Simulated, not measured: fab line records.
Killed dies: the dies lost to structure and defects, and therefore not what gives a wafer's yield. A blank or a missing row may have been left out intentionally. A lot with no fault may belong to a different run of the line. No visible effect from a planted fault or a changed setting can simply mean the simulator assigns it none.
Matching of chambers || flow n5Finfet || N5_BEOL_M3_ETCH_74 on rieDiel-05: 4 sister chambers
The step etches underlayer in N2/H2, target depth 6.5 nm, time 5.2 s. 7 wafers are shown with their chamber, then 12 later ones without.

== WAFERS, EACH WITH ITS CHAMBER ==
{"wafer": "L079.6", "chamber": 3, "etchRfOnTimeS (s)": 5.33, "throttleValvePct (%)": 17.78}
{"wafer": "L086.4", "chamber": 0, "etchRfOnTimeS (s)": 5.22, "throttleValvePct (%)": 17.54}
{"wafer": "L087.5", "chamber": 1, "etchRfOnTimeS (s)": 4.99, "throttleValvePct (%)": 17.85}
{"wafer": "L087.6", "chamber": 0, "etchRfOnTimeS (s)": 5.27, "throttleValvePct (%)": 17.56}
{"wafer": "L089.1", "chamber": 2, "etchRfOnTimeS (s)": 5.22, "throttleValvePct (%)": 17.88}
{"wafer": "L089.4", "chamber": 1, "etchRfOnTimeS (s)": 5.07, "throttleValvePct (%)": 17.86}
{"wafer": "L089.6", "chamber": 2, "etchRfOnTimeS (s)": 5.17, "throttleValvePct (%)": 17.86}

== WAFERS WITH NO CHAMBER GIVEN ==
{"wafer": "L090.1", "etchRfOnTimeS (s)": 5.08, "throttleValvePct (%)": 17.87}
{"wafer": "L090.2", "etchRfOnTimeS (s)": 5.18, "throttleValvePct (%)": 17.90}
{"wafer": "L090.5", "etchRfOnTimeS (s)": 5.07, "throttleValvePct (%)": 17.86}
{"wafer": "L093.1", "etchRfOnTimeS (s)": 5.04, "throttleValvePct (%)": 17.85}
{"wafer": "L093.4", "etchRfOnTimeS (s)": 5.30, "throttleValvePct (%)": 17.54}
{"wafer": "L093.6", "etchRfOnTimeS (s)": 5.28, "throttleValvePct (%)": 17.58}
{"wafer": "L092.1", "etchRfOnTimeS (s)": 5.19, "throttleValvePct (%)": 17.56}
{"wafer": "L092.3", "etchRfOnTimeS (s)": 5.18, "throttleValvePct (%)": 17.91}
{"wafer": "L092.6", "etchRfOnTimeS (s)": 5.00, "throttleValvePct (%)": 17.86}
{"wafer": "L096.1", "etchRfOnTimeS (s)": 5.27, "throttleValvePct (%)": 17.58}
{"wafer": "L096.3", "etchRfOnTimeS (s)": 5.00, "throttleValvePct (%)": 17.89}
{"wafer": "L096.5", "etchRfOnTimeS (s)": 5.22, "throttleValvePct (%)": 17.82}

== WHICH CHAMBER EACH ONE RAN IN ==
{"wafer": "L090.1", "from the rows above": "can't be placed: 1 or 2", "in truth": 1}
{"wafer": "L090.2", "from the rows above": 2, "in truth": 2}
{"wafer": "L090.5", "from the rows above": "can't be placed: 1 or 2", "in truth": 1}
{"wafer": "L093.1", "from the rows above": 1, "in truth": 1}
{"wafer": "L093.4", "from the rows above": 0, "in truth": 0}
{"wafer": "L093.6", "from the rows above": 0, "in truth": 0}
{"wafer": "L092.1", "from the rows above": 0, "in truth": 0}
{"wafer": "L092.3", "from the rows above": 2, "in truth": 2}
{"wafer": "L092.6", "from the rows above": 1, "in truth": 1}
{"wafer": "L096.1", "from the rows above": 0, "in truth": 0}
{"wafer": "L096.3", "from the rows above": "can't be placed: 1 or 2", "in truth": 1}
{"wafer": "L096.5", "from the rows above": "can't be placed: 2 or 3 or 1", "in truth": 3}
Placed correctly: 8 of 12. Not placeable from these rows: 4 (in 4, the candidates include the true chamber). Number placed wrongly: 0.
How it was worked out, from the rows above alone: a wafer's distance from a chamber is the root of the sum, over the readings, of the square of ((its reading less the chamber's mean) divided by the reading's scatter). If the next closest chamber is less than 2 further off than the closest, the wafer can't be placed; otherwise it belongs to the closest. A chamber's mean is the mean of its shown wafers. The scatter: the root of (the sum of the squares of (reading less its chamber's mean) over the shown wafers, divided by (wafers less chambers)).
